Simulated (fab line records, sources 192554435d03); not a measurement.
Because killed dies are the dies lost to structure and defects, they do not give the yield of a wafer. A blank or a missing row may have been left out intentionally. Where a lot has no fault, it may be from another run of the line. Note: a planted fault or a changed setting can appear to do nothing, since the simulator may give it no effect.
Problem report, 8D (eight disciplines) form, completed by code | flow n5 finfet | the parts of the form that need people (team, actions taken, sign-off) are left out
Where a reading is given only as a bound, like >300, the bound stands for it, and a mean or a difference that rests on one is marked > or <: the true number lies beyond.

## 1. THE PROBLEM
Wafers without a fault read 35, standard deviation 15; raw defect count at N5_ZERO_LAYER_INSPECT_20 reads a mean of 986 on 9 wafers belonging to 3 lots. That puts it +63 standard deviations away from the usual mean.
The step: inspects for defects (darkfield).
Seen first at day 4 07:17 on defect inspect-01, wafer L599.1. Wafers with a number at this step in the record: 27, from 9 lots. Rule for "out" (also "out of limits"): further than 4 standard deviations from the usual mean. Any other wafer with a number is counted as sound.

## 2. WHAT IT IS, WHAT IT ISN'T
question                    | is                                   | is not
which readings at this step | raw defect count                     | -
which lots                  | L599, L601, L603                     | L588, L593, L594, L606, L609, L610
which wafers of those lots  | all that have a number               | -
read on which gauges        | defect inspect-01, defect inspect-02 | -
when                        | from day 4 07:17                     | up to then (9 sound wafers); but 9 sound wafers of L606, L609, L610 came after

## 3. THE SUSPECTS, EACH WITH WHAT RULES IT OUT
Counting: a tool stays on the suspect list if, at a process step up to the reading, it processed all lots that are out and no sound lot following the first of them.
- the gauge at N5_ZERO_LAYER_INSPECT_20: ruled out. 2 gauges (defect inspect-01, defect inspect-02) read the wafers that are out.
- wet bench-02 at N5_ZERO_LAYER_STRIP_19 (strips in SPM, time 900 s): kept. All lots that are out passed through it, beginning with L599 at day 4 07:01, and no sound lot followed; its final sound lot before that point was L594 at day 3 01:04.
Remaining after the count: wet bench-02 at N5_ZERO_LAYER_STRIP_19.

## 4. THE CAUSE (what the simulator had put in)
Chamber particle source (wet bench-02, N5_ZERO_LAYER_STRIP_19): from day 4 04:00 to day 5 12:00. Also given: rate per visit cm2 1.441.
Counting left only this tool.

## 5. THE EFFECT CHAIN, in route order
Each row: a reading where the mean over the struck wafers with a number is more than 3 standard deviations away from the usual. Only readings whose record carries a usual standard deviation are examined. hours: median over the lots of the time between each lot's start at the first step of this table that gives one and its start at this step. sigmas: the change, counted in usual standard deviations.
hours | step                     | reading              | usual  | on struck wafers | change | sigmas
0     | N5_ZERO_LAYER_INSPECT_20 | raw defect count     | 35     | 986              | +951   | +63
0     | N5_WELL_APT_INSPECT_10   | raw defect count     | 2.1    | >300             | >+298  | +99 or more
4     | N5_WELL_APT_INSPECT_38   | raw defect count     | 14     | 957              | +943   | +99 or more
256   | N5_PASSIVATION_PROBE_49  | defect limited yield | 91.2 % | 83.0             | -8.2   | -5.1
256   | N5_PASSIVATION_PROBE_49  | killed at front end  | 38     | 140              | +102   | +8.5
256   | N5_PASSIVATION_PROBE_49  | killed dies          | 104    | 200              | +96    | +5.1
256   | N5_PASSIVATION_PROBE_49  | sort_bin_5_function  | 5.2 %  | 10.1             | +4.9   | +4.9
256   | N5_PASSIVATION_PROBE_49  | sort n pass          | 1076   | 980              | -96    | -5.1
256   | N5_PASSIVATION_PROBE_49  | sort yield pct       | 91.2 % | 83.0             | -8.2   | -5.1
Here are the process steps it includes:
- N5_PASSIVATION_PROBE_49
Later steps that measure or inspect, where all struck wafers having a row at the step show a number for every such reading and not one has moved that far: N5_WELL_APT_CD_MEAS_25, N5_BEOL_M4_RC_MEAS_101.

## 6. HOW IT WOULD HAVE BEEN CAUGHT EARLIER
In this record the first reading out of limits at a measuring or inspecting step was taken at day 4 07:17, 3 hours after the fault began at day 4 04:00.
L601, L603, from the lots that are out (3), started N5_ZERO_LAYER_STRIP_19 on wet bench-02 later than day 4 07:17. A hold on the tool at that time would have spared those 2.
